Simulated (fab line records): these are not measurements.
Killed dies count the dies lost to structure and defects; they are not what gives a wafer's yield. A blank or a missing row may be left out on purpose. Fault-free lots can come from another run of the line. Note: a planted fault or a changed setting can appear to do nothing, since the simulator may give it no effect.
Matching of chambers :: flow n5-finfet :: N5_MIM_TOP_LITHO_DESCUM_10 on rie-diel-03 has 4 sister chambers
The step chemistry O2, time 7.9 s. 16 wafers are shown with their chamber, then 8 later ones without.

== WAFERS, EACH WITH ITS CHAMBER ==
wafer: L080.1
chamber: 2
drypump-motor-current-A (A): 5.6
throttle-valve-pct (%): 20.68
showerhead-plenum-p-Torr (Torr): 2.02

wafer: L080.3
chamber: 3
drypump-motor-current-A (A): 5.7
throttle-valve-pct (%): 20.31
showerhead-plenum-p-Torr (Torr): 2.00

wafer: L080.4
chamber: 2
drypump-motor-current-A (A): 5.6
throttle-valve-pct (%): 20.68
showerhead-plenum-p-Torr (Torr): 2.02

wafer: L081.1
chamber: 3
drypump-motor-current-A (A): 5.7
throttle-valve-pct (%): 20.32
showerhead-plenum-p-Torr (Torr): 2.00

wafer: L081.4
chamber: 2
drypump-motor-current-A (A): 5.6
throttle-valve-pct (%): 20.69
showerhead-plenum-p-Torr (Torr): 2.02

wafer: L081.6
chamber: 3
drypump-motor-current-A (A): 5.7
throttle-valve-pct (%): 20.30
showerhead-plenum-p-Torr (Torr): 2.00

wafer: L085.3
chamber: 0
drypump-motor-current-A (A): 5.2
throttle-valve-pct (%): 20.52
showerhead-plenum-p-Torr (Torr): 2.16

wafer: L085.5
chamber: 0
drypump-motor-current-A (A): 5.1
throttle-valve-pct (%): 20.53
showerhead-plenum-p-Torr (Torr): 2.16

wafer: L085.6
chamber: 3
drypump-motor-current-A (A): 5.7
throttle-valve-pct (%): 20.32
showerhead-plenum-p-Torr (Torr): 1.99

wafer: L086.1
chamber: 3
drypump-motor-current-A (A): 5.7
throttle-valve-pct (%): 20.33
showerhead-plenum-p-Torr (Torr): 1.99

wafer: L086.4
chamber: 0
drypump-motor-current-A (A): 5.2
throttle-valve-pct (%): 20.52
showerhead-plenum-p-Torr (Torr): 2.16

wafer: L086.5
chamber: 3
drypump-motor-current-A (A): 5.7
throttle-valve-pct (%): 20.32
showerhead-plenum-p-Torr (Torr): 1.99

wafer: L087.1
chamber: 3
drypump-motor-current-A (A): 5.7
throttle-valve-pct (%): 20.32
showerhead-plenum-p-Torr (Torr): 1.99

wafer: L087.4
chamber: 1
drypump-motor-current-A (A): 6.3
throttle-valve-pct (%): 20.08
showerhead-plenum-p-Torr (Torr): 2.07

wafer: L087.5
chamber: 3
drypump-motor-current-A (A): 5.7
throttle-valve-pct (%): 20.31
showerhead-plenum-p-Torr (Torr): 1.99

wafer: L090.1
chamber: 0
drypump-motor-current-A (A): 5.2
throttle-valve-pct (%): 20.55
showerhead-plenum-p-Torr (Torr): 2.15

SIGNATURES, as means of the wafers listed above
reading: drypump-motor-current-A
chamber 0: 5.175
chamber 1: 6.300
chamber 2: 5.600
chamber 3: 5.700
scatter within a chamber: 0.025

reading: throttle-valve-pct
chamber 0: 20.5300
chamber 1: 20.0800
chamber 2: 20.6833
chamber 3: 20.3163
scatter within a chamber: 0.0102

reading: showerhead-plenum-p-Torr
chamber 0: 2.1575
chamber 1: 2.0700
chamber 2: 2.0200
chamber 3: 1.9937
scatter within a chamber: 0.00468
Rule: for a wafer and a chamber, the distance is found by dividing, reading by reading, the gap between the wafer's reading and the chamber's mean by the reading's scatter, squaring, summing and taking the root. If the next closest chamber is less than 2 further off than the closest, the wafer can't be placed; otherwise it belongs to the closest. The scatter: take each reading less its chamber's mean, square it, sum over the shown wafers, divide by the number of wafers less the number of chambers, and take the root.

== WAFERS WITHOUT THEIR CHAMBER ==
wafer: L090.3
drypump-motor-current-A (A): 5.7
throttle-valve-pct (%): 20.34
showerhead-plenum-p-Torr (Torr): 1.99

wafer: L090.6
drypump-motor-current-A (A): 6.3
throttle-valve-pct (%): 20.10
showerhead-plenum-p-Torr (Torr): 2.06

wafer: L088.3
drypump-motor-current-A (A): 6.2
throttle-valve-pct (%): 20.10
showerhead-plenum-p-Torr (Torr): 2.06

wafer: L088.5
drypump-motor-current-A (A): 6.3
throttle-valve-pct (%): 20.10
showerhead-plenum-p-Torr (Torr): 2.06

wafer: L088.6
drypump-motor-current-A (A): 5.2
throttle-valve-pct (%): 20.55
showerhead-plenum-p-Torr (Torr): 2.15

wafer: L095.2
drypump-motor-current-A (A): 5.2
throttle-valve-pct (%): 20.54
showerhead-plenum-p-Torr (Torr): 2.15

wafer: L095.4
drypump-motor-current-A (A): 5.6
throttle-valve-pct (%): 20.73
showerhead-plenum-p-Torr (Torr): 2.01

wafer: L095.5
drypump-motor-current-A (A): 5.7
throttle-valve-pct (%): 20.37
showerhead-plenum-p-Torr (Torr): 1.99

== WHICH CHAMBER EACH ONE RAN IN ==
wafer: L090.3
from the rows above: 3
in truth: 3

wafer: L090.6
from the rows above: 1
in truth: 1

wafer: L088.3
from the rows above: 1
in truth: 1

wafer: L088.5
from the rows above: 1
in truth: 1

wafer: L088.6
from the rows above: 0
in truth: 0

wafer: L095.2
from the rows above: 0
in truth: 0

wafer: L095.4
from the rows above: 2
in truth: 2

wafer: L095.5
from the rows above: 3
in truth: 3
Placed correctly: 8 of 8. Not placeable from these rows: 0. Placed wrongly: 0.
